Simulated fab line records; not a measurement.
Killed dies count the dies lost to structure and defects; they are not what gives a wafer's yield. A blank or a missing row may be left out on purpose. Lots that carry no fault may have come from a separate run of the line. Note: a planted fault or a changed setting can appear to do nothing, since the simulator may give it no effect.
fab line records -- flow n5-finfet -- part 1 of 2: steps 1 to 4 of 6
[record] lots = 23, wafers = 69, last-day = 19
route steps=1938 shown SD_EPI_N@279 SD_EPI_P@306 SD_ACTIVATION@330
lots untouched by any fault: they come from a run of this same line in which no faults occurred
start-h: hours from the record's opening day to when the first of the lot's shown wafers began -- wait-h: hours since the lot's step before -- " the same as in the row above -- L1.1+2: one row covering several wafers at once -- - no value present, or no start provided -- * or withheld: withheld -- < > ~ a bound
route shown NAME@n: NAME is a module with steps in the file, n the number in the route of the first one -- usual: mean/standard deviation of fault-free wafers -- same: alike in all rows -- chamber/n: place in a boat -- sites: the reading at each site -- _std_site: how widely they spread, as a standard deviation -- _edge_site: outer sites' mean less inner sites' -- radius-mm: for every site, how far away it sits from the centre of the wafer -- mask NAME#n: copy n -- behind: tool/chamber where the wafer was last shaped -- hold: what put the lot on hold/how long, in hours/how the hold closed -- device: the transistor (n, p or np) that didn't switch -- end of line: the route-end tests of the same wafers -- a step without rows: its recipe alone -- killed: at the first sort, the dies lost to defects and structure; wafer yield is something else -- map: the dies of a wafer, with x for killed, . for not killed, _ for no die there
set.NAME: the run value of the setting; set.NAME@STEP: its run value at that earlier step -- model.NAME: the simulator's own value behind a step, which no gauge read
the route's steps for a sample of lots (tables are steps, rows are wafers)
services: from which hour (start-h, from the record's first day; less than 0 if before it) a tool's chamber was out of use, for how many hours, and why
[[steps]]
[step N5_SD_EPI_N_ETCH_16]
[recipe] chemistry = CHF3/O2, target = SiO2, target-depth-a = 50, mask-material = SOC, pressure-mtorr = 30, source-w = 650, bias-w = 170, Ar_flow_sccm = 200, CHF3_flow_sccm = 50, O2_flow_sccm = 5, ion-energy-ev = 200
[usual] O2_flow_sccm = 4.999/0.015, drypump-motor-current-A = 5.8/0.41, oes_ar_750_au = 0.79/0.098, oes-product-au = 0.79/0.1, rf-vpp-V = 527/5.7, showerhead-plenum-p-Torr = 2.39/0.1, throttle-valve-pct = 19.07/0.21
lot.wafer,tool,chamber,start-h,wait-h,O2_flow_sccm,drypump-motor-current-A,oes_ar_750_au,oes-product-au,rf-hours-counter-h,rf-vpp-V,showerhead-plenum-p-Torr,throttle-valve-pct
L074.1,rie-diel-04,3,49.28,0.1,5.031,6.5,0.72,0.73,184,522,2.39,19.27
L074.4,rie-diel-04,3,49.28,0.1,5.022,6.5,0.71,0.73,-,523,2.39,19.26
L074.6,rie-diel-04,1,49.28,0.1,5.001,6.0,0.69,0.69,-,527,2.37,18.89
L075.2,rie-diel-04,0,58.07,0.1,5.001,6.1,0.70,0.70,251,521,2.30,19.57
L075.3,rie-diel-04,3,58.07,0.1,5.002,6.4,0.72,0.74,187,522,2.39,19.28
L075.5,rie-diel-04,1,58.07,0.1,4.986,6.0,0.69,0.69,-,528,2.37,18.89
L076.1,rie-diel-04,3,61.62,0.1,5.008,6.4,0.72,0.72,188,522,2.39,19.28
L076.2,rie-diel-04,1,61.62,0.1,4.972,6.0,0.69,0.69,222,528,2.37,18.91
L076.4,rie-diel-04,0,61.62,0.1,4.968,6.1,0.70,0.70,-,520,2.29,19.57
L077.3,rie-diel-03,1,67.19,0.1,4.982,5.8,0.69,0.68,211,513,2.48,18.87
L077.5,rie-diel-03,3,67.19,0.1,4.992,5.5,0.71,0.71,-,537,2.50,19.03
L077.6,rie-diel-03,0,67.19,0.1,5.006,5.7,0.77,0.78,-,537,2.23,18.98
L078.1,rie-diel-04,2,73.98,0.1,5.002,6.0,0.98,0.98,2,531,2.37,18.82
L078.5,rie-diel-04,2,73.98,0.1,4.984,6.0,0.98,0.98,-,528,2.37,18.84
L078.6,rie-diel-04,1,73.98,0.1,5.018,6.0,0.68,0.68,-,528,2.37,18.91
L079.4,rie-diel-03,0,78.10,0.1,4.985,5.8,0.76,0.78,127,538,2.23,19.03
L079.5,rie-diel-03,3,78.10,0.1,4.998,5.5,0.71,0.71,-,534,2.50,19.02
L079.6,rie-diel-03,0,78.10,0.1,4.990,5.8,0.76,0.79,-,538,2.23,19.02
L080.1,rie-diel-05,3,85.43,0.1,4.991,4.9,0.95,0.96,10,522,2.56,18.75
L080.3,rie-diel-05,0,85.43,0.1,5.016,5.4,0.73,0.72,207,523,2.37,19.08
L080.6,rie-diel-05,0,85.43,0.1,5.006,5.4,0.73,0.72,-,523,2.37,19.10
L081.2,rie-diel-03,2,90.84,0.1,4.999,5.6,0.76,0.74,142,520,2.44,18.96
L081.4,rie-diel-03,3,90.84,0.1,5.005,5.5,0.71,0.70,206,535,2.50,19.05
L081.5,rie-diel-03,3,90.84,0.1,5.016,5.5,0.71,0.70,-,534,2.50,19.03
L082.1,rie-diel-04,1,98.78,0.1,4.992,6.0,0.69,0.67,237,527,2.37,18.93
L082.2,rie-diel-04,0,98.78,0.1,5.001,6.2,0.94,0.95,6,528,2.58,19.19
L082.4,rie-diel-04,2,98.78,0.1,4.987,5.9,0.94,0.95,12,528,2.37,18.84
L083.1,rie-diel-05,0,104.17,0.1,4.992,5.4,0.73,0.71,215,521,2.37,19.10
L083.3,rie-diel-05,2,104.17,0.1,4.977,5.8,0.78,0.78,130,532,2.24,19.19
L083.5,rie-diel-05,1,104.17,0.1,4.994,5.5,0.90,0.93,-,533,2.46,19.01
L084.4,rie-diel-04,0,109.18,0.1,5.018,6.2,0.93,0.93,9,528,2.58,19.18
L084.5,rie-diel-04,2,109.18,0.1,4.975,5.9,0.93,0.94,-,529,2.36,18.85
L084.6,rie-diel-04,1,109.18,0.1,5.031,6.0,0.67,0.67,-,526,2.37,18.92
L085.2,rie-diel-05,1,118.05,0.1,4.994,5.4,0.90,0.91,29,533,2.46,19.03
L085.5,rie-diel-05,1,118.05,0.1,5.014,5.5,0.90,0.92,-,533,2.46,19.03
L085.6,rie-diel-05,2,118.05,0.1,4.989,5.8,0.77,0.79,-,533,2.23,19.20
L086.2,rie-diel-04,2,125.29,0.1,4.977,6.0,0.92,0.92,22,528,2.36,18.88
L086.5,rie-diel-04,3,125.29,0.1,5.003,6.4,0.70,0.70,-,522,2.38,19.31
L086.6,rie-diel-04,2,125.29,0.1,4.968,6.0,0.92,0.92,-,530,2.36,18.88
L087.4,rie-diel-04,2,126.57,0.1,4.993,6.0,0.91,0.91,-,529,2.36,18.88
L087.5,rie-diel-04,3,126.57,0.1,4.986,6.4,0.70,0.70,-,522,2.38,19.32
L087.6,rie-diel-04,2,126.57,0.1,5.011,6.0,0.91,0.92,-,531,2.36,18.87
L088.1,rie-diel-05,0,133.12,0.1,4.987,5.4,0.71,0.71,226,521,2.36,19.12
L088.2,rie-diel-05,1,133.12,0.1,4.993,5.5,0.89,0.90,34,534,2.45,19.05
L088.4,rie-diel-05,3,133.12,0.1,4.994,4.9,0.89,0.91,29,521,2.55,18.80
L089.1,rie-diel-04,2,138.32,0.1,4.996,6.0,0.90,0.91,29,529,2.36,18.87
L089.5,rie-diel-04,2,138.32,0.1,5.011,6.0,0.90,0.90,-,529,2.36,18.86
L089.6,rie-diel-04,0,138.32,0.1,5.006,6.2,0.92,0.93,-,529,2.58,19.21
L090.1,rie-diel-05,1,149.76,0.1,5.005,5.4,0.87,0.88,38,533,2.45,19.05
L090.4,rie-diel-05,3,149.76,0.1,4.983,4.9,0.89,0.89,34,521,2.55,18.78
L090.6,rie-diel-05,3,149.76,0.1,4.962,4.9,0.88,0.90,-,521,2.55,18.79
L091.2,rie-diel-05,2,152.77,0.1,4.996,5.8,0.76,0.77,147,532,2.23,19.21
L091.3,rie-diel-05,3,152.77,0.1,4.991,4.9,0.88,0.88,35,519,2.55,18.80
L091.6,rie-diel-05,2,152.77,0.1,5.006,5.8,0.76,0.76,-,532,2.23,19.23
L092.1,rie-diel-05,3,158.77,0.1,5.009,4.9,0.89,0.89,37,521,2.55,18.81
L092.2,rie-diel-05,2,158.77,0.1,4.996,5.8,0.75,0.77,150,531,2.23,19.23
L092.3,rie-diel-05,1,158.77,0.1,4.963,5.5,0.88,0.89,41,534,2.45,19.04
L093.2,rie-diel-04,0,166.22,0.1,4.973,6.1,0.89,0.90,26,528,2.58,19.22
L093.3,rie-diel-04,2,166.22,0.1,5.014,6.0,0.88,0.88,40,529,2.36,18.90
L093.4,rie-diel-04,3,166.22,0.1,5.002,6.5,0.69,0.69,226,520,2.37,19.33
L094.2,rie-diel-04,3,169.50,0.1,4.984,6.5,0.69,0.69,228,521,2.37,19.34
L094.3,rie-diel-04,0,169.50,0.1,4.995,6.1,0.89,0.89,28,527,2.58,19.22
L094.4,rie-diel-04,2,169.50,0.1,4.994,6.0,0.88,0.89,41,529,2.35,18.89
L095.1,rie-diel-04,1,175.11,0.1,5.006,6.0,0.95,0.95,6,529,2.36,18.60
L095.4,rie-diel-04,3,175.11,0.1,4.985,6.4,0.68,0.69,230,522,2.37,19.34
L095.5,rie-diel-04,0,175.11,0.1,4.997,6.2,0.88,0.89,-,527,2.57,19.21
L097.3,rie-diel-05,1,187.78,0.1,5.005,5.5,0.86,0.87,50,533,2.45,19.07
L097.4,rie-diel-05,0,187.78,0.1,5.008,5.4,0.70,0.70,241,521,2.36,19.14
L097.5,rie-diel-05,0,187.78,0.1,5.014,5.4,0.70,0.69,-,522,2.36,19.14
[step N5_SD_EPI_N_EPI_MEAS_23]
[recipe] mode = xrd
[usual] thk-nm = 59.2/1.2
lot.wafer,tool,chamber,start-h,wait-h,thk-nm
L074.1,film-metro-02,-,52.05,1.4,59.0
L074.4,film-metro-02,-,52.05,1.4,61.0
L074.6,film-metro-02,-,52.05,1.4,61.5
L075.2,film-metro-01,-,60.85,1.2,59.2
L075.3,film-metro-01,-,60.85,1.2,58.8
L075.5,film-metro-01,-,60.85,1.2,59.3
L076.1,film-metro-02,-,64.42,1.4,56.3
L076.2,film-metro-02,-,64.42,1.4,56.6
L076.4,film-metro-02,-,64.42,1.4,56.7
L077.3,film-metro-01,-,70.92,1.2,60.1
L077.5,film-metro-01,-,70.92,1.2,61.6
L077.6,film-metro-01,-,70.92,1.2,62.3
L078.1,film-metro-01,-,76.80,1.5,59.2
L078.5,film-metro-01,-,76.80,1.5,57.8
L078.6,film-metro-01,-,76.80,1.5,58.9
L079.4,film-metro-01,-,80.88,0.6,58.1
L079.5,film-metro-01,-,80.88,0.6,57.0
L079.6,film-metro-01,-,80.88,0.6,59.0
L080.1,film-metro-01,-,88.95,1.9,59.7
L080.3,film-metro-01,-,88.95,1.9,59.6
L080.6,film-metro-01,-,88.95,1.9,60.4
L081.2,film-metro-02,-,93.63,1.2,59.4
L081.4,film-metro-02,-,93.63,1.2,57.5
L081.5,film-metro-02,-,93.63,1.2,58.2
L082.1,film-metro-01,-,101.56,1.4,59.2
L082.2,film-metro-01,-,101.56,1.4,60.5
L082.4,film-metro-01,-,101.56,1.4,58.1
L083.1,film-metro-02,-,106.94,1.4,60.0
L083.3,film-metro-02,-,106.94,1.4,60.9
L083.5,film-metro-02,-,106.94,1.4,58.4
L084.4,film-metro-01,-,112.70,0.8,59.3
L084.5,film-metro-01,-,112.70,0.8,59.2
L084.6,film-metro-01,-,112.70,0.8,61.2
L085.2,film-metro-02,-,120.83,1.2,60.4
L085.5,film-metro-02,-,120.83,1.2,61.2
L085.6,film-metro-02,-,120.83,1.2,61.1
L086.2,film-metro-02,-,128.82,1.5,59.5
L086.5,film-metro-02,-,128.82,1.5,58.3
L086.6,film-metro-02,-,128.82,1.5,61.0
L087.4,film-metro-02,-,130.11,0.8,58.9
L087.5,film-metro-02,-,130.11,0.8,58.8
L087.6,film-metro-02,-,130.11,0.8,58.3
L088.1,film-metro-01,-,136.66,1.9,58.7
L088.2,film-metro-01,-,136.66,1.9,57.9
L088.4,film-metro-01,-,136.66,1.9,57.5
L089.1,film-metro-01,-,141.83,1.9,60.5
L089.5,film-metro-01,-,141.83,1.9,58.7
L089.6,film-metro-01,-,141.83,1.9,57.3
L090.1,film-metro-02,-,152.72,1.4,59.1
L090.4,film-metro-02,-,152.72,1.4,59.6
L090.6,film-metro-02,-,152.72,1.4,57.4
L091.2,film-metro-01,-,155.54,1.2,59.5
L091.3,film-metro-01,-,155.54,1.2,58.4
L091.6,film-metro-01,-,155.54,1.2,60.2
L092.1,film-metro-02,-,161.56,1.4,59.2
L092.2,film-metro-02,-,161.56,1.4,58.9
L092.3,film-metro-02,-,161.56,1.4,59.0
L093.2,film-metro-02,-,169.00,1.2,59.4
L093.3,film-metro-02,-,169.00,1.2,59.9
L093.4,film-metro-02,-,169.00,1.2,60.1
L094.2,film-metro-02,-,172.28,1.2,59.6
L094.3,film-metro-02,-,172.28,1.2,60.6
L094.4,film-metro-02,-,172.28,1.2,57.6
L095.1,film-metro-01,-,177.88,1.4,58.7
L095.4,film-metro-01,-,177.88,1.4,59.6
L095.5,film-metro-01,-,177.88,1.4,59.7
L097.3,film-metro-01,-,190.56,0.9,60.2
L097.4,film-metro-01,-,190.56,0.9,59.1
L097.5,film-metro-01,-,190.56,0.9,59.8
[step N5_SD_EPI_P_DESCUM_14]
[recipe] chemistry = O2, time-s = 7.9, source-power-w = 50, bias-power-w = 20, pressure-mtorr = 20, rf-frequency-hz = 2.712e+07, temp-c = 40, resist = CAR-ArF-block, o2-flow-sccm = 225
[usual] drypump-motor-current-A = 5.81/0.27, oes-product-au = 0.80/0.1, rf-vpp-V = 243.4/1.2, showerhead-plenum-p-Torr = 2.11/0.053, temp-c = 39.99/0.11, throttle-valve-pct = 20.5/0.34
lot.wafer,tool,chamber,start-h,wait-h,drypump-motor-current-A,oes-product-au,rf-hours-counter-h,rf-vpp-V,showerhead-plenum-p-Torr,temp-c,throttle-valve-pct
L074.1,rie-diel-01,2,53.38,0.4,5.63,0.67,256,241.9,2.07,40.05,20.8
L074.4,rie-diel-01,3,53.38,0.4,5.56,0.76,-,242.9,2.11,39.84,20.3
L074.6,rie-diel-01,1,53.38,0.4,6.25,0.78,-,243.2,2.20,39.86,21.0
L075.2,rie-diel-02,0,61.89,0.0,5.83,0.75,139,240.9,2.02,40.05,20.6
L075.3,rie-diel-02,1,61.89,0.0,6.30,0.78,126,244.2,2.18,40.09,20.2
L075.5,rie-diel-02,2,61.89,0.0,5.47,0.75,-,245.5,2.17,40.00,20.5
L076.1,rie-diel-02,2,65.61,0.0,5.44,0.75,155,244.5,2.17,40.12,20.5
L076.2,rie-diel-02,0,65.61,0.0,5.84,0.75,140,243.9,2.02,40.23,20.6
L076.4,rie-diel-02,1,65.61,0.0,6.33,0.78,128,245.1,2.17,40.17,20.2
L077.3,rie-diel-01,1,71.99,0.0,6.24,0.76,147,242.9,2.20,40.00,21.0
L077.5,rie-diel-01,0,71.99,0.0,5.67,1.00,-,244.0,2.12,39.98,19.8
L077.6,rie-diel-01,1,71.99,0.0,6.28,0.77,-,246.2,2.20,40.28,21.0
L078.1,rie-diel-02,0,78.19,0.2,5.81,0.73,144,241.3,2.02,40.18,20.6
L078.5,rie-diel-02,1,78.19,0.2,6.33,0.77,-,244.7,2.17,39.88,20.2
L078.6,rie-diel-02,2,78.19,0.2,5.45,0.75,-,244.0,2.17,39.99,20.5
L079.4,rie-diel-01,3,81.97,0.2,5.58,0.74,-,245.0,2.10,40.16,20.3
L079.5,rie-diel-01,2,81.97,0.2,5.61,1.02,-,242.3,2.07,39.89,20.4
L079.6,rie-diel-01,0,81.97,0.2,5.64,0.99,-,243.4,2.11,39.96,19.9
L080.1,rie-diel-01,3,89.87,0.0,5.58,0.74,160,243.8,2.10,39.97,20.3
L080.3,rie-diel-01,0,89.87,0.0,5.66,0.98,13,244.5,2.11,40.04,19.8
L080.6,rie-diel-01,1,89.87,0.0,6.24,0.76,-,244.7,2.20,39.98,21.0
L081.2,rie-diel-02,3,94.78,0.0,5.81,0.72,208,243.5,2.15,39.97,20.6
L081.4,rie-diel-02,0,94.78,0.0,5.86,0.74,149,242.0,2.02,40.01,20.6
L081.5,rie-diel-02,1,94.78,0.0,6.34,0.77,-,243.8,2.17,39.97,20.2
L082.1,rie-diel-01,3,102.60,0.0,5.57,0.73,164,242.1,2.10,39.82,20.3
L082.2,rie-diel-01,0,102.60,0.0,5.65,0.96,17,243.9,2.11,40.05,19.9
L082.4,rie-diel-01,1,102.60,0.0,6.23,0.76,156,244.9,2.20,39.90,21.0
L083.1,rie-diel-06,3,108.03,0.0,5.87,0.67,237,242.2,2.06,39.99,21.0
L083.3,rie-diel-06,2,108.03,0.0,6.02,0.74,146,242.3,2.08,39.80,20.3
L083.5,rie-diel-06,2,108.03,0.0,5.99,0.74,-,243.4,2.08,40.01,20.3
L084.4,rie-diel-01,3,114.16,0.0,5.57,0.72,169,244.2,2.10,39.99,20.3
L084.5,rie-diel-01,2,114.16,0.0,5.63,0.95,-,243.4,2.07,40.12,20.4
L084.6,rie-diel-01,3,114.16,0.0,5.56,0.73,-,243.6,2.10,39.89,20.3
L085.2,rie-diel-02,1,121.77,0.0,6.33,0.75,146,244.9,2.17,40.03,20.2
L085.5,rie-diel-02,1,121.77,0.0,6.32,0.75,-,243.9,2.17,40.03,20.2
L085.6,rie-diel-02,0,121.77,0.0,5.79,0.73,-,242.1,2.01,40.00,20.6
L086.2,rie-diel-01,1,130.41,0.6,6.25,0.75,163,243.9,2.19,40.10,21.0
L086.5,rie-diel-01,3,130.41,0.6,5.58,0.72,-,243.2,2.10,39.89,20.3
L086.6,rie-diel-01,0,130.41,0.6,5.64,0.93,-,245.5,2.11,40.09,19.9
L087.4,rie-diel-06,2,131.37,0.4,5.99,0.74,155,243.7,2.08,39.92,20.3
L087.5,rie-diel-06,0,131.37,0.4,5.85,0.94,-,241.5,2.07,40.08,20.4
L087.6,rie-diel-06,3,131.37,0.4,5.88,0.68,-,242.0,2.06,40.07,21.0
L088.1,rie-diel-06,0,137.92,0.0,5.84,0.95,8,242.7,2.07,39.99,20.4
L088.2,rie-diel-06,2,137.92,0.0,6.00,0.75,157,243.9,2.08,40.20,20.3
L088.4,rie-diel-06,1,137.92,0.0,5.73,0.71,201,244.0,2.18,40.11,20.7
L089.1,rie-diel-01,2,142.97,0.0,5.62,0.95,23,242.8,2.07,40.13,20.5
L089.5,rie-diel-01,1,142.97,0.0,6.19,0.74,-,245.8,2.19,39.88,21.0
L089.6,rie-diel-01,2,142.97,0.0,5.63,0.95,-,242.0,2.07,39.99,20.5
L090.1,rie-diel-01,2,153.64,0.0,5.62,0.94,27,243.2,2.07,40.18,20.5
L090.4,rie-diel-01,3,153.64,0.0,5.56,0.72,182,242.2,2.09,40.01,20.3
L090.6,rie-diel-01,3,153.64,0.0,5.57,0.72,-,244.1,2.09,39.92,20.3
L091.2,rie-diel-01,1,156.46,0.0,6.24,0.75,171,242.6,2.19,39.86,21.0
L091.3,rie-diel-01,3,156.46,0.0,5.57,0.71,183,243.2,2.09,40.02,20.3
L091.6,rie-diel-01,2,156.46,0.0,5.63,0.94,-,243.3,2.07,40.03,20.5
L092.1,rie-diel-02,1,162.48,0.0,6.32,0.75,159,245.0,2.16,39.96,20.3
L092.2,rie-diel-02,3,162.48,0.0,5.84,0.71,226,244.6,2.14,40.08,20.6
L092.3,rie-diel-02,0,162.48,0.0,5.82,0.72,171,239.7,2.01,40.06,20.6
L093.2,rie-diel-01,0,170.22,0.0,5.65,0.92,39,244.6,2.10,39.85,19.9
L093.3,rie-diel-01,2,170.22,0.0,5.61,0.92,32,240.9,2.06,39.89,20.5
L093.4,rie-diel-01,1,170.22,0.0,6.25,0.74,175,242.9,2.19,39.89,21.1
L094.2,rie-diel-06,0,174.28,0.4,5.85,0.92,20,243.2,2.06,39.84,20.4
L094.3,rie-diel-06,2,174.28,0.4,5.99,0.73,170,244.2,2.07,39.99,20.3
L094.4,rie-diel-06,3,174.28,0.4,5.89,0.96,2,243.2,2.06,40.17,20.6
L095.1,rie-diel-01,3,178.83,0.1,5.56,0.72,191,243.5,2.09,40.00,20.3
L095.4,rie-diel-01,0,178.83,0.1,5.65,0.91,-,245.2,2.10,40.00,19.9
L095.5,rie-diel-01,3,178.83,0.1,5.56,0.71,-,242.6,2.09,40.14,20.3
L097.3,rie-diel-01,0,191.62,0.0,5.66,0.90,45,242.8,2.10,39.91,19.9
L097.4,rie-diel-01,3,191.62,0.0,5.55,0.71,194,242.8,2.09,40.08,20.3
L097.5,rie-diel-01,3,191.62,0.0,5.54,0.71,-,242.6,2.09,39.87,20.3
[step N5_SD_EPI_P_STRIP_40]
[recipe] chemistry = N2/H2, power-w = 1000, temp-c = 250, h2-frac = 0.65, overash-fraction = 0.3, pressure-mtorr = withheld, n2-flow-sccm = 1750, h2-flow-sccm = 3250
[usual] drypump-motor-current-A = 5.9/0.34, heater-power-w = 336/31, oes-product-au = 0.762/0.011, temp-c = 250.00/0.18
lot.wafer,tool,chamber,start-h,wait-h,drypump-motor-current-A,heater-power-w,oes-product-au,rf-hours-counter-h,temp-c
L074.1,plasma-asher-02,0,54.21,0.0,6.0,376,0.745,33,249.80
L074.4,plasma-asher-02,0,54.21,0.0,6.0,376,0.777,-,249.73
L074.6,plasma-asher-02,0,54.21,0.0,6.0,385,0.760,-,249.86
L075.2,plasma-asher-01,1,62.72,0.0,6.3,348,0.770,84,249.95
L075.3,plasma-asher-01,1,62.72,0.0,6.3,346,0.756,-,250.14
L075.5,plasma-asher-01,1,62.72,0.0,6.3,349,0.766,-,250.16
L076.1,plasma-asher-01,0,66.44,0.0,5.5,303,0.759,85,249.97
L076.2,plasma-asher-01,1,66.44,0.0,6.3,357,0.758,85,250.13
L076.4,plasma-asher-01,1,66.44,0.0,6.3,352,0.767,-,249.75
L077.3,plasma-asher-02,1,72.84,0.0,6.0,313,0.762,-,250.08
L077.5,plasma-asher-02,0,72.84,0.0,6.0,385,0.764,-,250.23
L077.6,plasma-asher-02,1,72.84,0.0,6.0,316,0.777,-,250.26
L078.1,plasma-asher-02,1,79.02,0.0,6.0,316,0.775,39,249.81
L078.5,plasma-asher-02,1,79.02,0.0,6.0,320,0.748,-,249.92
L078.6,plasma-asher-02,0,79.02,0.0,6.0,373,0.768,-,250.61
L079.4,plasma-asher-01,1,82.80,0.0,6.3,343,0.760,-,250.15
L079.5,plasma-asher-01,0,82.80,0.0,5.4,305,0.771,-,250.00
L079.6,plasma-asher-01,1,82.80,0.0,6.3,351,0.782,-,250.04
L080.1,plasma-asher-01,0,90.70,0.0,5.4,303,0.740,90,249.84
L080.3,plasma-asher-01,1,90.70,0.0,6.3,350,0.773,-,249.79
L080.6,plasma-asher-01,0,90.70,0.0,5.4,304,0.759,-,249.70
L081.2,plasma-asher-01,0,95.61,0.0,5.4,301,0.761,90,250.25
L081.4,plasma-asher-01,0,95.61,0.0,5.5,310,0.753,-,250.13
L081.5,plasma-asher-01,0,95.61,0.0,5.5,308,0.748,-,250.10
L082.1,plasma-asher-01,0,103.43,0.0,5.4,301,0.748,92,249.91
L082.2,plasma-asher-01,1,103.43,0.0,6.3,342,0.770,92,249.97
L082.4,plasma-asher-01,0,103.43,0.0,5.5,310,0.776,-,250.27
L083.1,plasma-asher-01,1,108.86,0.0,6.3,343,0.760,93,250.19
L083.3,plasma-asher-01,0,108.86,0.0,5.4,308,0.776,-,250.08
L083.5,plasma-asher-01,0,108.86,0.0,5.4,302,0.761,-,250.13
L084.4,plasma-asher-01,0,115.01,0.0,5.4,311,0.746,-,249.87
L084.5,plasma-asher-01,0,115.01,0.0,5.4,310,0.751,-,249.76
L084.6,plasma-asher-01,1,115.01,0.0,6.3,352,0.771,-,249.90
L085.2,plasma-asher-02,1,122.60,0.0,6.0,305,0.763,48,249.67
L085.5,plasma-asher-02,0,122.60,0.0,6.0,388,0.739,-,249.94
L085.6,plasma-asher-02,1,122.60,0.0,6.0,303,0.756,-,249.90
L086.2,plasma-asher-01,0,131.24,0.0,5.4,308,0.759,97,250.02
L086.5,plasma-asher-01,1,131.24,0.0,6.3,349,0.742,-,250.01
L086.6,plasma-asher-01,0,131.24,0.0,5.5,313,0.752,-,249.90
L087.4,plasma-asher-01,1,132.23,0.0,6.3,353,0.754,-,249.92
L087.5,plasma-asher-01,1,132.23,0.0,6.3,346,0.752,-,249.80
L087.6,plasma-asher-01,0,132.23,0.0,5.4,316,0.760,-,250.07
L088.1,plasma-asher-01,0,138.76,0.0,5.5,313,0.748,98,250.13
L088.2,plasma-asher-01,1,138.76,0.0,6.3,343,0.770,98,250.12
L088.4,plasma-asher-01,1,138.76,0.0,6.3,352,0.774,-,250.03
L089.1,plasma-asher-02,1,143.82,0.0,6.0,314,0.782,53,250.18
L089.5,plasma-asher-02,1,143.82,0.0,6.0,311,0.778,-,249.88
L089.6,plasma-asher-02,0,143.82,0.0,6.0,382,0.773,-,250.21
L090.1,plasma-asher-02,1,154.47,0.0,6.0,302,0.782,55,249.98
L090.4,plasma-asher-02,0,154.47,0.0,6.0,389,0.739,-,250.10
L090.6,plasma-asher-02,1,154.47,0.0,6.0,306,0.772,-,250.09
L091.2,plasma-asher-02,0,157.29,0.0,5.9,390,0.751,56,250.33
L091.3,plasma-asher-02,0,157.29,0.0,6.0,373,0.761,-,250.18
L091.6,plasma-asher-02,0,157.29,0.0,6.1,384,0.756,-,249.90
L092.1,plasma-asher-01,0,163.31,0.0,5.4,302,0.750,102,250.00
L092.2,plasma-asher-01,1,163.31,0.0,6.3,353,0.766,102,249.96
L092.3,plasma-asher-01,0,163.31,0.0,5.5,310,0.758,-,249.78
L093.2,plasma-asher-02,1,171.05,0.0,6.0,306,0.772,59,249.91
L093.3,plasma-asher-02,1,171.05,0.0,6.0,304,0.777,-,249.94
L093.4,plasma-asher-02,0,171.05,0.0,6.0,383,0.782,-,249.90
L094.2,plasma-asher-02,1,175.11,0.0,6.0,313,0.759,59,250.09
L094.3,plasma-asher-02,0,175.11,0.0,6.1,394,0.750,-,250.11
L094.4,plasma-asher-02,1,175.11,0.0,6.0,300,0.772,-,250.03
L095.1,plasma-asher-02,1,179.66,0.0,6.0,311,0.751,60,249.99
L095.4,plasma-asher-02,1,179.66,0.0,6.0,311,0.752,-,250.35
L095.5,plasma-asher-02,0,179.66,0.0,6.0,382,0.755,-,249.83
L097.3,plasma-asher-01,0,192.48,0.0,5.4,304,0.770,-,250.31
L097.4,plasma-asher-01,1,192.48,0.0,6.3,358,0.753,-,250.19
L097.5,plasma-asher-01,1,192.48,0.0,6.3,348,0.756,-,249.95
